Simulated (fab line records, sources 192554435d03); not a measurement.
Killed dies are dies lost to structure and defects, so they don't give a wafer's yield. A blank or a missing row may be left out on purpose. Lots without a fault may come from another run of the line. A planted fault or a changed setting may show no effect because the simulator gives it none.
Problem report in the 8D (eight disciplines) form, filled by code | flow n5_finfet | the parts of the form that need people (team, actions taken, sign-off) are left out

1. THE PROBLEM
plate_temp_C at N5_SD_EPI_N_COAT_32 reads a mean of 240.96 C on 6 wafers of 2 lots; wafers without a fault read 250.00 C with a standard deviation of 0.17. That is -53 standard deviations from the usual mean.
The step: time 60 s, resist thk 350 nm.
First seen on wafer L341.3, day 8 01:16, on litho_track-01. The record holds 27 wafers of 9 lots with a number at this step. Rule for "out", or "out of limits": more than 4 standard deviations from the usual mean. The other wafers with a number count as sound.

2. WHAT IT IS AND WHAT IT IS NOT
question                    | is                                 | is not
which readings at this step | plate_temp_C, heater_power_total_W | -
which lots                  | L341, L344                         | L323, L324, L328, L330, L332, L335, L342
which wafers of those lots  | all that have a number             | -
read on which tools         | litho_track-01                     | litho_track-04, litho_track-05
when                        | from day 8 01:16                   | up to then (18 sound wafers); but 3 sound wafers of L342 came after

3. SUSPECTS, AND WHAT RULES EACH OUT
Counting: a tool at a process step up to the reading stays a suspect if it ran every lot that is out and no sound lot after the first of them.
- litho_track-01 at N5_SD_EPI_N_COAT_32 (time 60 s, resist thk 350 nm): kept. It ran every lot that is out, first L341 (day 8 01:16), and no sound lot after that; its last sound lot up to then is L332 (day 5 19:18). Its own readings are out on those wafers: heater_power_total_W, plate_temp_C.
Left after counting: litho_track-01 at N5_SD_EPI_N_COAT_32.

4. THE CAUSE (what the simulator had put in)
Process parameter drift: litho_track-01, from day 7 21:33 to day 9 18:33, at N5_SD_EPI_N_COAT_32. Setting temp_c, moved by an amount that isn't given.
Counting left only this tool.

5. THE CHAIN OF EFFECTS, in route order
Each row: a reading whose mean over the struck wafers that have a number lies more than 3 standard deviations from the usual. Only readings for which the record gives a usual standard deviation are gone through. hours: the time from each lot's start at the first step in this table that gives one to its start at this step, as a median over the lots. sigmas: the change in usual standard deviations.
hours | step                | reading              | usual    | on struck wafers | change | sigmas
0     | N5_SD_EPI_N_COAT_32 | heater_power_total_W | 500.5 W  | 477.8            | -22.7  | -13
0     | N5_SD_EPI_N_COAT_32 | plate_temp_C         | 250.00 C | 240.96           | -9.04  | -53
The process steps in it:
- N5_SD_EPI_N_COAT_32: time 60 s, resist thk 350 nm.
Later measuring or inspecting steps at which every struck wafer that the step has a row for has a number for every such reading, and none has moved that far: N5_BEOL_M4_RC_MEAS_101.

6. WHAT WOULD HAVE CAUGHT IT SOONER
In this record the first reading out of limits was taken at day 8 01:16, 4 hours after the fault began at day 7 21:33.
